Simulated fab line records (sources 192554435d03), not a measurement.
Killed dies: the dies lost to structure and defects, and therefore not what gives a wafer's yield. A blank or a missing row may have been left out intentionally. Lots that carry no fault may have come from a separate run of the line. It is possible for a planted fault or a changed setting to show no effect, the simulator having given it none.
Chamber matching || flow n5-finfet || N5_SPACER0_ALD_00 on ald-sin-04 has 4 sister chambers
The step deposits SiOCN, target thk 3.5 nm, pulse time 3 s, purge time 2 s. 14 wafers are shown with their chamber, then 7 later ones without.

WAFERS WITH THEIR CHAMBER
{"wafer": "L800.2", "chamber": 1, "heater-power-w (W)": 933, "precursor-pulse-height-rel": 1.012}
{"wafer": "L800.3", "chamber": 0, "heater-power-w (W)": 805, "precursor-pulse-height-rel": 0.991}
{"wafer": "L800.6", "chamber": 3, "heater-power-w (W)": 706, "precursor-pulse-height-rel": 1.015}
{"wafer": "L802.2", "chamber": 3, "heater-power-w (W)": 685, "precursor-pulse-height-rel": 1.014}
{"wafer": "L802.3", "chamber": 0, "heater-power-w (W)": 846, "precursor-pulse-height-rel": 0.998}
{"wafer": "L802.5", "chamber": 3, "heater-power-w (W)": 702, "precursor-pulse-height-rel": 0.983}
{"wafer": "L805.2", "chamber": 2, "heater-power-w (W)": 853, "precursor-pulse-height-rel": 0.994}
{"wafer": "L805.3", "chamber": 1, "heater-power-w (W)": 943, "precursor-pulse-height-rel": 1.004}
{"wafer": "L805.4", "chamber": 0, "heater-power-w (W)": 819, "precursor-pulse-height-rel": 0.995}
{"wafer": "L806.3", "chamber": 1, "heater-power-w (W)": 935, "precursor-pulse-height-rel": 0.969}
{"wafer": "L806.4", "chamber": 3, "heater-power-w (W)": 697, "precursor-pulse-height-rel": 0.957}
{"wafer": "L806.6", "chamber": 2, "heater-power-w (W)": 885, "precursor-pulse-height-rel": 0.969}
{"wafer": "L807.1", "chamber": 0, "heater-power-w (W)": 832, "precursor-pulse-height-rel": 0.980}
{"wafer": "L807.5", "chamber": 2, "heater-power-w (W)": 860, "precursor-pulse-height-rel": 1.026}

SIGNATURES (means of the wafers above)
{"reading": "heater-power-w", "chamber 0": 825.50, "chamber 1": 937.00, "chamber 2": 866.00, "chamber 3": 697.50, "scatter within a chamber": 13.4}
{"reading": "precursor-pulse-height-rel", "chamber 0": 0.99100, "chamber 1": 0.99500, "chamber 2": 0.99633, "chamber 3": 0.99225, "scatter within a chamber": 0.0228}
Rule: a wafer's distance from a chamber is the root of the sum, over the readings, of the square of ((its reading less the chamber's mean) divided by the reading's scatter). The wafer belongs to the nearest chamber; if the next one is less than 2 further off, it can't be placed. The scatter: take each reading less its chamber's mean, square it, sum over the shown wafers, divide by the number of wafers less the number of chambers, and take the root.

WAFERS WITH NO CHAMBER GIVEN
{"wafer": "L807.6", "heater-power-w (W)": 701, "precursor-pulse-height-rel": 1.007}
{"wafer": "L811.1", "heater-power-w (W)": 937, "precursor-pulse-height-rel": 0.976}
{"wafer": "L811.5", "heater-power-w (W)": 855, "precursor-pulse-height-rel": 1.017}
{"wafer": "L811.6", "heater-power-w (W)": 906, "precursor-pulse-height-rel": 0.996}
{"wafer": "L819.2", "heater-power-w (W)": 951, "precursor-pulse-height-rel": 0.998}
{"wafer": "L819.3", "heater-power-w (W)": 674, "precursor-pulse-height-rel": 1.007}
{"wafer": "L819.4", "heater-power-w (W)": 828, "precursor-pulse-height-rel": 1.000}

EACH ONE'S CHAMBER
{"wafer": "L807.6", "from the rows above": 3, "in truth": 3}
{"wafer": "L811.1", "from the rows above": 1, "in truth": 1}
{"wafer": "L811.5", "from the rows above": "can't be placed: 2 or 0", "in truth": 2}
{"wafer": "L811.6", "from the rows above": "can't be placed: 1 or 2", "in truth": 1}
{"wafer": "L819.2", "from the rows above": 1, "in truth": 1}
{"wafer": "L819.3", "from the rows above": 3, "in truth": 3}
{"wafer": "L819.4", "from the rows above": 0, "in truth": 0}
Placed correctly: 5 of 7. Can't be placed from these rows: 2 (the true chamber is among the candidates in 2). Wrongly placed: 0.
